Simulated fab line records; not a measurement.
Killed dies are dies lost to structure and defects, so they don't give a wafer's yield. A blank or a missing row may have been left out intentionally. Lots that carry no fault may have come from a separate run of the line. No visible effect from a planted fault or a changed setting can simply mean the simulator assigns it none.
fab line records	flow n5_finfet
[record] lots = 7	wafers = 21
route steps=1938 shown BEOL_M7@1273 BEOL_M8@1371
start_h: start of the lot's first displayed wafer, in hours after the record's first day	wait_h: hours since the lot's step before	" as in the row above	L1.1+2: several wafers, shown together as one row	- no value present, or no start provided	* or withheld: withheld	< > ~ a bound
route shown NAME@n: names a module that has steps shown in the file, with the first one's number in the route	usual: the fault-free wafers' mean and standard deviation	same: alike in all rows	chamber/n: place in a boat	sites: per-site readings	_std_site: their standard deviation	_edge_site: outer sites' mean less inner sites'	radius_mm: for every site, how far away it sits from the centre of the wafer	mask NAME#n: copy n	behind: the most recent tool/chamber to have shaped the wafer	hold: what put the lot on hold/how long, in hours/how the hold closed	device: whichever transistor did not switch (one of n, p or np)	end of line: tests of these same wafers at the route's end	a step with no rows: only its recipe	killed: dies lost to structure and defects at the first sort, not the wafer's yield	map: the dies of a wafer, with x for killed, . for not killed, _ for no die there
set.NAME: the setting the step ran with; set.NAME@STEP: the setting that earlier step ran with	model.NAME: the simulator's own value behind a step, which no gauge read
lots whose settings were changed on purpose; a table a step, a row a wafer
[[steps]]
[step N5_BEOL_M7_EXPOSE_08]
[recipe] mask_id = M7	na = 1.35	source_shape = dipole	sigma_inner = 0.817	sigma_outer = 0.97	polarization = te	dose_mj = 68.25
lot.wafer	tool	chamber	start_h	wait_h	mask	set.dose_mj
L075.1+3	arfi_scanner-01	0	191.21	-	M7#0	72.55
L075.6	"	0	"	"	M7#0	68.25
L081.2+6	arfi_scanner-01	0	242.28	-	M7#0	68.25
L081.5	"	0	"	"	M7#0	66.43
L083.1+3	arfi_scanner-01	0	253.95	-	M7#0	72.21
L083.4	"	0	"	"	M7#0	68.25
L086.2+4+6	arfi_scanner-02	0	257.61	-	M7#0	68.25
L088.1+3+6	arfi_scanner-03	0	278.56	-	M7#0	68.25
L093.1	arfi_scanner-02	0	319.43	-	M7#0	68.25
L093.2+4	"	0	"	"	M7#0	71.52
L095.2+4+6	arfi_scanner-03	0	321.07	-	M7#0	68.25
[step N5_BEOL_M7_PEB_09]
[recipe] peb_temp_c = withheld	peb_time_s = 60	resist = CAR-ArF
[step N5_BEOL_M7_DEVELOP_10]
[recipe] develop_time_s = 30	developer = TMAH	resist = CAR-ArF	rinse_liquid = diw	dry = air_spin	dev_temp_c = 23
[step N5_BEOL_M7_CD_MEAS_11]
[recipe] target_cd_nm = 38.5	landing_energy_ev = 500	detector = se_inlens	polarity = opening
[usual] cd_nm = 38.6/0.44
lot.wafer	tool	chamber	start_h	wait_h	set.dose_mj@BEOL_M7_EXPOSE_08	cd_nm
L075.1	cd_sem-03	0	191.34	-	72.55	42.5
L075.3	"	0	"	"	72.55	41.8
L075.6	"	0	"	"	68.25	39.0
L081.2	cd_sem-03	0	242.40	-	68.25	37.8
L081.5	"	0	"	"	66.43	36.9
L081.6	"	0	"	"	68.25	37.7
L083.1	cd_sem-02	0	254.08	-	72.21	41.3
L083.3	"	0	"	"	72.21	41.2
L083.4	"	0	"	"	68.25	38.5
L086.2	cd_sem-02	0	257.73	-	68.25	38.9
L086.4	"	0	"	"	68.25	38.9
L086.6	"	0	"	"	68.25	39.2
L088.1	cd_sem-02	0	278.69	-	68.25	38.0
L088.3	"	0	"	"	68.25	38.1
L088.6	"	0	"	"	68.25	38.3
L093.1	cd_sem-02	0	319.56	-	68.25	39.1
L093.2	"	0	"	"	71.52	41.3
L093.4	"	0	"	"	71.52	41.0
L095.2	cd_sem-02	0	321.19	-	68.25	38.0
L095.4	"	0	"	"	68.25	38.6
L095.6	"	0	"	"	68.25	37.8
[step N5_BEOL_M7_DESCUM_16]
[recipe] chemistry = O2	time_s = 7.9	source_power_w = 50	bias_power_w = 20	pressure_mtorr = 20	rf_frequency_hz = 2.712e+07	temp_c = 40	resist = CAR-ArF	o2_flow_sccm = 225
[step N5_BEOL_M7_ETCH_61]
[recipe] chemistry = CF4	target = SiARC	target_depth_a = 455	mask_material = CAR-ArF	time_s = 75.8	ion_energy_ev = 80	pressure_mtorr = 40	source_w = 545	bias_w = 36	Ar_flow_sccm = 100	cf4_flow_sccm = 100	ends = cleared
lot.wafer	tool	chamber	start_h	wait_h	set.dose_mj@BEOL_M7_EXPOSE_08	model.BEOL_M7.cd_offset_nm
L075.1	rie_diel-01	0	191.48	0.0	72.55	3.6
L075.3	"	1	"	"	72.55	2.8
L075.6	"	2	"	"	68.25	0
L081.2	rie_diel-01	1	242.52	0.0	68.25	-0.4
L081.5	"	3	"	"	66.43	-1.6
L081.6	"	2	"	"	68.25	-0.8
L083.1+3	rie_diel-05	0,3	254.20	0.0	72.21	2.8
L083.4	"	2	"	"	68.25	0
L086.2	rie_diel-03	3	258.25	0.0	68.25	0.2
L086.4	"	3	"	"	68.25	0
L086.6	"	0	"	"	68.25	0.4
L088.1+3	rie_diel-01	2,3	279.60	0.0	68.25	-0.4
L088.6	"	3	"	"	68.25	-0.2
L093.1	rie_diel-03	2	319.90	0.0	68.25	0.2
L093.2	"	0	"	"	71.52	3
L093.4	"	3	"	"	71.52	2.4
L095.2+4	rie_diel-01	3,2	321.94	0.0	68.25	-0.2
L095.6	"	2	"	"	68.25	-0.6
[step N5_BEOL_M7_ETCH_62]
[recipe] chemistry = N2/H2	target = SOC	target_depth_a = 1100	overetch_a = 220	mask_material = SiARC	temp_c = 40	time_s = 165	ion_energy_ev = 200	pressure_mtorr = 30	source_w = 840	bias_w = 150	n2_flow_sccm = 200	h2_flow_sccm = 200
lot.wafer	tool	chamber	start_h	wait_h	set.spin_rpm@BEOL_M7_COAT_59	set.dose_mj@BEOL_M7_EXPOSE_08	model.BEOL_M7.cd_offset_nm	model.etch.depth_nm
L075.1	rie_diel-01	0	191.53	0.0	1592	72.55	3.4	97.53
L075.3	"	1	"	"	1500	72.55	2.6	100.6
L075.6	"	2	"	"	1500	68.25	-0.2	100.3
L081.2	rie_diel-01	1	242.58	0.0	1500	68.25	-0.2	100.2
L081.5	"	3	"	"	1500	66.43	-1.4	100.2
L081.6	"	2	"	"	1500	68.25	-0.8	100.1
L083.1	rie_diel-05	0	254.26	0.0	1430	72.21	3	102.3
L083.3	"	3	"	"	1430	72.21	2.8	102.2
L083.4	"	2	"	"	1500	68.25	0.2	99.85
L086.2	rie_diel-03	3	258.31	0.0	1500	68.25	0	99.63
L086.4	"	3	"	"	1548	68.25	0	98.23
L086.6	"	0	"	"	1500	68.25	0.4	100
L088.1	rie_diel-01	2	279.66	0.0	1500	68.25	-0.6	100
L088.3	"	3	"	"	1375	68.25	-0.4	104.5
L088.6	"	3	"	"	1500	68.25	-0.2	100.2
L093.1	rie_diel-03	2	319.96	0.0	1500	68.25	0.4	100.1
L093.2	"	0	"	"	1636	71.52	3	95.64
L093.4	"	3	"	"	1500	71.52	2	100
L095.2	rie_diel-01	3	322.00	0.0	1500	68.25	-0.2	99.91
L095.4	"	2	"	"	1500	68.25	-0.2	99.84
L095.6	"	2	"	"	1500	68.25	-0.6	99.89
[step N5_BEOL_M7_STRIP_68]
[recipe] chemistry = N2/H2	temp_c = 40	n2_flow_sccm = 200	h2_flow_sccm = 200	rf_frequency_hz = 6e+07
[step N5_BEOL_M7_STRIP_67]
[recipe] chemistry = CF4	resist = SiARC	power_w = 300	bias_power_w = 75	pressure_mtorr = 50	cf4_flow_sccm = 150	rf_frequency_hz = 6e+07
[step N5_BEOL_M7_HM_OPEN_17]
[recipe] chemistry = Cl2/BCl3	target_depth_a = 200	overetch_a = 60	target = TiN	mask_material = SOC	ion_energy_ev = 150	pressure_mtorr = 10	icp_w = 1000	bias_w = 126	Cl2_flow_sccm = 53.25	bcl3_flow_sccm = 21.75	Ar_flow_sccm = 25
lot.wafer	tool	chamber	start_h	wait_h	set.spin_rpm@BEOL_M7_COAT_59	model.SOC_of_BEOL_M7_COAT_59.thk_nm
L075.1	rie_metal-03	0	191.72	0.0	1592	89.6
L075.3	"	0	"	"	1500	92.6
L075.6	"	1	"	"	1500	92.2
L081.2	rie_metal-03	0	242.76	0.0	1500	92.4
L081.5	"	0	"	"	1500	92.2
L081.6	"	1	"	"	1500	92
L083.1+3	rie_metal-03	0	254.45	0.0	1430	94.2
L083.4	"	1	"	"	1500	91.6
L086.2	rie_metal-02	1	258.50	0.0	1500	91.6
L086.4	"	1	"	"	1548	90.4
L086.6	"	0	"	"	1500	92
L088.1	rie_metal-01	0	279.85	0.0	1500	92.2
L088.3	"	0	"	"	1375	96.6
L088.6	"	0	"	"	1500	92.4
L093.1	rie_metal-02	0	320.15	0.0	1500	92
L093.2	"	1	"	"	1636	87.8
L093.4	"	1	"	"	1500	92.2
L095.2+4+6	rie_metal-02	0,1,1	322.19	0.0	1500	92
[step N5_BEOL_M7_STRIP_19]
[recipe] chemistry = O2	power_w = 400	temp_c = 40	pressure_mtorr = 30	rf_frequency_hz = 6e+07	bias_power_w = 0	overash_fraction = 0.2	o2_flow_sccm = 225
[step N5_BEOL_M7_CD_MEAS_18]
[recipe] pitch_nm = 80	target_cd_nm = 40
[usual] cd_nm = 40.0/0.48
lot.wafer	tool	chamber	start_h	wait_h	set.dose_mj@BEOL_M7_EXPOSE_08	cd_nm
L075.1	cd_sem-02	-	191.98	0.0	72.55	43.1
L075.3	"	-	"	"	72.55	42.9
L075.6	"	-	"	"	68.25	39.6
L081.2	cd_sem-02	-	242.98	0.1	68.25	39.3
L081.5	"	-	"	"	66.43	38.2
L081.6	"	-	"	"	68.25	39.0
L083.1	cd_sem-01	-	254.74	0.0	72.21	42.7
L083.3	"	-	"	"	72.21	43.0
L083.4	"	-	"	"	68.25	40.2
L086.2	cd_sem-01	-	258.81	0.1	68.25	40.1
L086.4	"	-	"	"	68.25	39.8
L086.6	"	-	"	"	68.25	40.5
L088.1	cd_sem-03	-	280.30	0.1	68.25	39.2
L088.3	"	-	"	"	68.25	39.6
L088.6	"	-	"	"	68.25	39.7
L093.1	cd_sem-01	-	320.34	0.1	68.25	40.5
L093.2	"	-	"	"	71.52	42.9
L093.4	"	-	"	"	71.52	41.9
L095.2	cd_sem-01	-	322.47	0.1	68.25	39.8
L095.4	"	-	"	"	68.25	39.7
L095.6	"	-	"	"	68.25	39.3
[step N5_BEOL_M7_TRENCH_ETCH_37]
[recipe] chemistry = C4F6/O2	target_depth_a = 934.78	target = SiCOH_lowk	time_s = 31.2	ion_energy_ev = 250	pressure_mtorr = 30	source_w = 345	bias_w = 185	Ar_flow_sccm = 300	C4F6_flow_sccm = 10	O2_flow_sccm = 10
lot.wafer	tool	chamber	start_h	wait_h	set.time_s	model.BEOL_M7.feature_depth_nm	model.etch.depth_nm
L075.1	rie_diel-01	0	-	-	36.89	111	111
L075.3	"	2	"	"	31.2	95.4	95.37
L075.6	"	3	"	"	36.89	112.2	112.2
L081.2	rie_diel-05	3	-	-	31.2	92.8	92.89
L081.5	"	3	"	"	25.25	75.6	75.61
L081.6	"	0	"	"	25.25	75.8	75.74
L083.1	rie_diel-03	0	-	-	31.2	91.8	91.75
L083.3	"	3	"	"	35.17	105.4	105.3
L083.4	"	3	"	"	31.2	93	92.94
L086.2	rie_diel-01	2	-	-	31.2	93.8	93.8
L086.4	"	0	"	"	31.2	93	93.07
L086.6	"	1	"	"	33.37	99	99.08
L088.1	rie_diel-01	3	-	-	25.86	79.2	79.23
L088.3	"	0	"	"	31.2	93.4	93.36
L088.6	"	0	"	"	25.86	77.6	77.67
L093.1	rie_diel-05	2	-	-	35.13	106.4	106.5
L093.2	"	0	"	"	31.2	93.8	93.8
L093.4	"	3	"	"	35.13	104.2	104.1
L095.2	rie_diel-05	2	-	-	31.2	94.6	94.59
L095.4	"	3	"	"	31.2	94	93.96
L095.6	"	2	"	"	31.2	95.4	95.33
[step N5_BEOL_M7_ETCH_41]
[recipe] chemistry = CH3F/O2	target = SiCN	target_depth_a = 319	taper_deg = 2	time_s = 57.8	ion_energy_ev = 120	mask_material = TiN	pressure_mtorr = 30	source_w = 395	bias_w = 75	Ar_flow_sccm = 150	CH3F_flow_sccm = 30	O2_flow_sccm = 20
[usual] rf_vpp_V = 297.3/1.3
lot.wafer	tool	chamber	start_h	wait_h	set.source_w	rf_vpp_V	model.etch.depth_nm
L075.1	rie_diel-01	0	-	-	395	298.7	22
L075.3	"	2	"	"	323.9	315.6	20.58
L075.6	"	3	"	"	323.9	317.1	20.5
L081.2	rie_diel-05	3	-	-	453	283.8	22.91
L081.5	"	3	"	"	395	297.5	21.74
L081.6	"	0	"	"	395	296.9	21.88
L083.1	rie_diel-03	0	-	-	440.4	285.3	22.42
L083.3	"	3	"	"	395	297.1	21.97
L083.4	"	3	"	"	395	296.9	21.78
L086.2	rie_diel-01	2	-	-	352.9	309.2	21.26
L086.4	"	0	"	"	352.9	307.2	20.95
L086.6	"	1	"	"	352.9	309.4	20.87
L088.1	rie_diel-01	3	-	-	352.9	309.8	21.12
L088.3	"	0	"	"	395	297.8	21.91
L088.6	"	0	"	"	395	295.7	21.76
L093.1	rie_diel-05	2	-	-	395	297.1	22.21
L093.2	"	0	"	"	395	297.3	21.88
L093.4	"	3	"	"	395	296.0	21.54
L095.2	rie_diel-05	2	-	-	395	299.9	22.07
L095.4	"	3	"	"	395	297.8	21.55
L095.6	"	2	"	"	395	297.9	22.06
[step N5_BEOL_M7_STRIP_80]
[recipe] chemistry = N2/H2	time_s = 10	power_w = 450	temp_c = 40	pressure_mtorr = 20	rf_frequency_hz = 6e+07	bias_power_w = 7	n2_flow_sccm = 200	h2_flow_sccm = 200
[step N5_BEOL_M7_OCD_MEAS_38]
[usual] trench_depth_nm = 93.4/1.4
lot.wafer	tool	chamber	start_h	wait_h	set.time_s@BEOL_M7_TRENCH_ETCH_37	trench_depth_nm
L075.1	ocd-01	-	194.31	-	36.89	110.8
L075.3	"	-	"	"	31.2	95.7
L075.6	"	-	"	"	36.89	112.1
L081.2	ocd-02	-	247.64	-	31.2	93.0
L081.5	"	-	"	"	25.25	75.3
L081.6	"	-	"	"	25.25	75.9
L083.1	ocd-02	-	255.62	-	31.2	91.6
L083.3	"	-	"	"	35.17	105.3
L083.4	"	-	"	"	31.2	93.0
L086.2	ocd-01	-	259.96	-	31.2	93.5
L086.4	"	-	"	"	31.2	93.2
L086.6	"	-	"	"	33.37	99.2
L088.1	ocd-02	-	285.19	-	25.86	79.6
L088.3	"	-	"	"	31.2	93.1
L088.6	"	-	"	"	25.86	77.8
L093.1	ocd-01	-	322.53	-	35.13	106.8
L093.2	"	-	"	"	31.2	94.0
L093.4	"	-	"	"	35.13	103.8
L095.2	ocd-02	-	325.24	-	31.2	94.5
L095.4	"	-	"	"	31.2	93.7
L095.6	"	-	"	"	31.2	95.2
[step N5_BEOL_M7_HM_STRIP_39]
[recipe] chemistry = peroxide_tin_strip	material = TiN	target_depth_a = 250	temp_c = 50	time_s = 158
[step N5_BEOL_M7_SRD_40]
[recipe] time_s = 30	temp_c = 23	rinse_liquid = diw	dry = ipa_marangoni
[step N5_BEOL_M7_PRECLEAN_42]
[recipe] chemistry = residue_remover	time_s = 60	temp_c = 40
[step N5_BEOL_M7_SRD_43]
[recipe] time_s = 30	temp_c = 23	rinse_liquid = diw	dry = ipa_marangoni
[step N5_BEOL_M7_CD_MEAS_35]
[recipe] target_cd_nm = 40	polarity = opening
[usual] cd_nm = 40.0/0.48
lot.wafer	tool	chamber	start_h	wait_h	set.dose_mj@BEOL_M7_EXPOSE_08	cd_nm
L075.1	cd_sem-01	-	194.46	0.0	72.55	43.7
L075.3	"	-	"	"	72.55	42.7
L075.6	"	-	"	"	68.25	40.0
L081.2	cd_sem-01	-	247.80	0.0	68.25	40.1
L081.5	"	-	"	"	66.43	38.2
L081.6	"	-	"	"	68.25	38.9
L083.1	cd_sem-02	-	255.78	0.0	72.21	42.9
L083.3	"	-	"	"	72.21	43.1
L083.4	"	-	"	"	68.25	40.3
L086.2	cd_sem-03	-	260.11	0.0	68.25	39.8
L086.4	"	-	"	"	68.25	39.9
L086.6	"	-	"	"	68.25	40.5
L088.1	cd_sem-02	-	285.34	0.0	68.25	39.5
L088.3	"	-	"	"	68.25	39.6
L088.6	"	-	"	"	68.25	39.4
L093.1	cd_sem-01	-	322.68	0.0	68.25	40.5
L093.2	"	-	"	"	71.52	43.2
L093.4	"	-	"	"	71.52	42.1
L095.2	cd_sem-01	-	325.40	0.0	68.25	40.1
L095.4	"	-	"	"	68.25	39.7
L095.6	"	-	"	"	68.25	39.5
[step N5_BEOL_M7_CURE_75]
[recipe] temp_c = 370	time_s = 120	ambient = DMADMS/He	material = SiCOH_lowk
[step N5_BEOL_M7_DEGAS_44]
[recipe] ambient = vacuum	temp_c = 250	time_s = 60
[step N5_BEOL_M7_ECD_50]
[recipe] material = Cu	target_thk_a = 3000
[step N5_BEOL_M7_ANNEAL_51]
[recipe] temp_c = 225	time_s = 90	ambient = N2
[step N5_BEOL_M7_CMP_52]
[recipe] stop_on = SiCOH_lowk	t_overpolish_s = 6.9	down_force_psi = 1	platen_rpm = 50	clearing_platen_down_force_psi = 1.5	clearing_platen_rpm = 50	post_cmp_clean = cu_alkaline	target_thk_nm = 80	clearing_platen_pad_velocity_m_s = 0.99484	pad_velocity_m_s = 0.99484
lot.wafer	tool	chamber	start_h	wait_h	set.time_s@BEOL_M7_TRENCH_ETCH_37	model.Cu_of_BEOL_M7_ECD_50.thk_nm
L075.1	cmp-01	2	196.66	0.3	36.89	96.6
L075.3	"	3	"	"	31.2	81.6
L075.6	"	3	"	"	36.89	99.8
L081.2	cmp-01	2	250.34	0.3	31.2	78.8
L081.6	"	3	"	"	25.25	62.4
L081.5	"	0	"	"	25.25	63.6
L083.3	cmp-03	2	257.70	0.2	35.17	92.2
L083.1	"	3	"	"	31.2	78.6
L083.4	"	0	"	"	31.2	79.6
L086.2	cmp-03	0	261.61	0.2	31.2	82.2
L086.4	"	1	"	"	31.2	82.6
L086.6	"	0	"	"	33.37	87
L088.1	cmp-01	0	287.97	0.3	25.86	65.2
L088.3	"	3	"	"	31.2	80.8
L088.6	"	1	"	"	25.86	65
L093.4	cmp-03	0	326.45	0.1	35.13	91.6
L093.2	"	2	"	"	31.2	80.6
L093.1	"	3	"	"	35.13	94.2
L095.4	cmp-01	2	327.34	0.2	31.2	79
L095.2	"	3	"	"	31.2	79.2
L095.6	"	0	"	"	31.2	81.4
[step N5_BEOL_M7_THK_MEAS_53]
[recipe] thk_meas_gauge = xrf	reads = Cu_of_BEOL_M7_ECD_50
[usual] M7_THK = 81.6/1.7
lot.wafer	tool	chamber	start_h	wait_h	set.time_s@BEOL_M7_TRENCH_ETCH_37	M7_THK[nm]
L075.1	film_metro-02	-	196.95	-	36.89	98.7
L075.3	"	-	"	"	31.2	83.2
L075.6	"	-	"	"	36.89	101.9
L081.2	film_metro-01	-	250.53	-	31.2	80.4
L081.5	"	-	"	"	25.25	65.0
L081.6	"	-	"	"	25.25	63.7
L083.1	film_metro-02	-	257.95	-	31.2	80.1
L083.3	"	-	"	"	35.17	93.4
L083.4	"	-	"	"	31.2	80.8
L086.2	film_metro-02	-	261.91	-	31.2	84.7
L086.4	"	-	"	"	31.2	85.0
L086.6	"	-	"	"	33.37	89.6
L088.1	film_metro-02	-	288.27	-	25.86	66.3
L088.3	"	-	"	"	31.2	82.5
L088.6	"	-	"	"	25.86	66.4
L093.1	film_metro-02	-	326.75	-	35.13	96.5
L093.2	"	-	"	"	31.2	82.7
L093.4	"	-	"	"	35.13	93.5
L095.2	film_metro-02	-	327.55	-	31.2	81.1
L095.4	"	-	"	"	31.2	81.1
L095.6	"	-	"	"	31.2	83.4
[step N5_BEOL_M7_PRE_CLEAN_55]
[recipe] gas = NH3	time_s = 15	temp_c = withheld	rf_power_w = 300
[step N5_BEOL_M7_DEP_56]
[recipe] material = SiCN	target_thk_a = 100	temp_c = withheld	precursor = 3MS/NH3	pressure_torr = 3	rf_w = 202	time_s = 17.5
[step N5_BEOL_M7_RS_MEAS_57]
[recipe] thk_meas_gauge = four-point-probe	reads = Cu_of_BEOL_M7_ECD_50+Co_of_BEOL_M7_CVD_78+TaN_of_BEOL_M7_ALD_77
[usual] M7_RS = 0.286/0.0063
lot.wafer	tool	chamber	start_h	wait_h	set.time_s@BEOL_M7_TRENCH_ETCH_37	M7_RS[ohm/sq]
L075.1	film_metro-01	-	197.09	0.1	36.89	0.230
L075.3	"	-	"	"	31.2	0.281
L075.6	"	-	"	"	36.89	0.222
L081.2	film_metro-01	-	250.66	0.1	31.2	0.292
L081.5	"	-	"	"	25.25	0.376
L081.6	"	-	"	"	25.25	0.385
L083.1	film_metro-02	-	258.10	0.1	31.2	0.292
L083.3	"	-	"	"	35.17	0.242
L083.4	"	-	"	"	31.2	0.287
L086.2	film_metro-02	-	262.04	0.1	31.2	0.278
L086.4	"	-	"	"	31.2	0.276
L086.6	"	-	"	"	33.37	0.260
L088.1	film_metro-01	-	288.40	0.1	25.86	0.365
L088.3	"	-	"	"	31.2	0.283
L088.6	"	-	"	"	25.86	0.365
L093.1	film_metro-01	-	326.88	0.1	35.13	0.237
L093.2	"	-	"	"	31.2	0.284
L093.4	"	-	"	"	35.13	0.245
L095.2	film_metro-01	-	327.69	0.1	31.2	0.291
L095.4	"	-	"	"	31.2	0.291
L095.6	"	-	"	"	31.2	0.281
[step N5_BEOL_M8_ETCH_66]
[recipe] chemistry = N2/H2	target = SOC	target_depth_a = 800	overetch_a = 160	mask_material = SiARC	temp_c = 40	time_s = 120	ion_energy_ev = 200	pressure_mtorr = 30	source_w = 840	bias_w = 150	n2_flow_sccm = 200	h2_flow_sccm = 200
[usual] rf_vpp_V = 524.4/1.8
lot.wafer	tool	chamber	start_h	wait_h	set.bias_w	rf_vpp_V	model.SiARC_of_BEOL_M8_COAT_64.thk_nm
L075.1	rie_diel-02	2	202.39	0.0	150	524.4	6.4
L075.3	"	1	"	"	176.7	578.6	5.2
L075.6	"	0	"	"	176.7	585.6	5.2
L081.2	rie_diel-04	3	255.24	0.0	150	523.4	6.2
L081.5	"	1	"	"	137.8	495.5	7
L081.6	"	2	"	"	150	525.6	6.2
L083.1	rie_diel-02	1	262.65	0.0	171.4	568.0	5.4
L083.3	"	0	"	"	171.4	574.3	5.4
L083.4	"	3	"	"	150	527.3	6.2
L086.2	rie_diel-02	0	265.45	0.0	150	528.4	6.4
L086.4	"	3	"	"	159.9	549.2	5.8
L086.6	"	2	"	"	159.9	545.9	5.8
L088.1	rie_diel-04	2	290.91	0.0	150	525.6	6.2
L088.3	"	0	"	"	150	525.3	6.4
L088.6	"	2	"	"	128	474.5	7.4
L093.1	rie_diel-06	1	332.34	0.0	150	526.5	6.6
L093.2	"	0	"	"	150	522.1	6.2
L093.4	"	3	"	"	150	523.2	6.2
L095.2	rie_diel-06	0	332.74	0.0	150	523.5	6.2
L095.4	"	3	"	"	150	522.7	6.2
L095.6	"	1	"	"	150	525.8	6.6
[[key]]
[split] step = N5_BEOL_M7_EXPOSE_08	setting = dose_mj	stated = 68.25	by = wafer
[response] step = N5_BEOL_M7_CD_MEAS_11	reading = cd_nm	change = +0.469	per = 1%	r = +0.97
[response] step = N5_BEOL_M7_ETCH_61	reading = model.BEOL_M7.cd_offset_nm	change = +0.494	per = 1%	r = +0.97
[response] step = N5_BEOL_M7_ETCH_62	reading = model.BEOL_M7.cd_offset_nm	change = +0.467	per = 1%	r = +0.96
[response] step = N5_BEOL_M7_CD_MEAS_18	reading = cd_nm	change = +0.469	per = 1%	r = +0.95
[response] step = N5_BEOL_M7_CD_MEAS_35	reading = cd_nm	change = +0.482	per = 1%	r = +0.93
[split] step = N5_BEOL_M7_TRENCH_ETCH_37	setting = time_s	stated = 31.2	by = wafer
[response] step = N5_BEOL_M7_TRENCH_ETCH_37	reading = model.BEOL_M7.feature_depth_nm	change = +0.904	per = 1%	r = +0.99
[response] step = N5_BEOL_M7_TRENCH_ETCH_37	reading = model.etch.depth_nm	change = +0.905	per = 1%	r = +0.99
[response] step = N5_BEOL_M7_OCD_MEAS_38	reading = trench_depth_nm	change = +0.894	per = 1%	r = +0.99
[response] step = N5_BEOL_M7_CMP_52	reading = model.Cu_of_BEOL_M7_ECD_50.thk_nm	change = +0.903	per = 1%	r = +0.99
[response] step = N5_BEOL_M7_THK_MEAS_53	reading = M7_THK	change = +0.917	per = 1%	r = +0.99
[response] step = N5_BEOL_M7_RS_MEAS_57	reading = M7_RS	change = -0.00394	per = 1%	r = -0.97
[split] step = N5_BEOL_M7_ETCH_41	setting = source_w	stated = 395	by = wafer
[response] step = N5_BEOL_M7_ETCH_41	reading = rf_vpp_V	change = -1	per = 1%	r = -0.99
[response] step = N5_BEOL_M7_ETCH_41	reading = model.etch.depth_nm	change = +0.0716	per = 1%	r = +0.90
[split] step = N5_BEOL_M8_ETCH_66	setting = bias_w	stated = 150	by = wafer
[response] step = N5_BEOL_M8_ETCH_66	reading = rf_vpp_V	change = +3.27	per = 1%	r = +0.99
[response] step = N5_BEOL_M8_ETCH_66	reading = model.SiARC_of_BEOL_M8_COAT_64.thk_nm	change = -0.0702	per = 1%	r = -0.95
split outside_this_file step=N5_BEOL_M7_COAT_59 setting=spin_rpm
// split outside_this_file: this setting was split too, and the file shows its column; the key of that split is in another file
